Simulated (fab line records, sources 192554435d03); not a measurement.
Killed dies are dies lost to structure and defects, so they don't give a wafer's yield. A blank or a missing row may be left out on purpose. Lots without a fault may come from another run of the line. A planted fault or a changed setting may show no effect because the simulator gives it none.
Chamber matching | flow n5_finfet | N5_BEOL_M10_ETCH_62 on rie_diel-05: 4 sister chambers
The step etches SOC in N2/H2, target depth 110 nm, overetch 22 nm, time 165 s. 8 wafers are shown with their chamber, then 8 later ones without.

WAFERS WITH THEIR CHAMBER
wafer  | chamber | throttle_valve_pct (%) | drypump_motor_current_A (A)
L454.1 | 1       | 18.13                  | 6.1
L454.3 | 3       | 17.71                  | 5.4
L453.1 | 0       | 18.30                  | 5.7
L453.5 | 3       | 17.71                  | 5.4
L458.2 | 2       | 17.81                  | 6.5
L458.4 | 0       | 18.31                  | 5.8
L458.5 | 2       | 17.83                  | 6.5
L461.1 | 1       | 18.14                  | 6.2

WAFERS WITHOUT THEIR CHAMBER
wafer  | throttle_valve_pct (%) | drypump_motor_current_A (A)
L461.3 | 17.73                  | 5.4
L461.4 | 17.84                  | 6.5
L471.1 | 17.83                  | 6.1
L471.3 | 17.90                  | 6.5
L471.5 | 17.79                  | 5.4
L472.3 | 17.79                  | 5.4
L472.4 | 17.90                  | 6.5
L472.6 | 17.80                  | 5.4

WHICH CHAMBER EACH WENT THROUGH
wafer  | from the rows above | in truth
L461.3 | 3                   | 3
L461.4 | 2                   | 2
L471.1 | 2                   | 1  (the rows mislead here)
L471.3 | 2                   | 2
L471.5 | 3                   | 3
L472.3 | 3                   | 3
L472.4 | 2                   | 2
L472.6 | 3                   | 3
Placed correctly: 7 of 8. Can't be placed from these rows: 0. Placed wrongly: 1.
How it was worked out, from the rows above alone: a wafer's distance from a chamber is the root of the sum, over the readings, of the square of ((its reading less the chamber's mean) divided by the reading's scatter). The wafer belongs to the nearest chamber; if the next one is less than 2 further off, it can't be placed. A chamber's mean is the mean of its shown wafers. The scatter: the root of (the sum of the squares of (reading less its chamber's mean) over the shown wafers, divided by (wafers less chambers)).
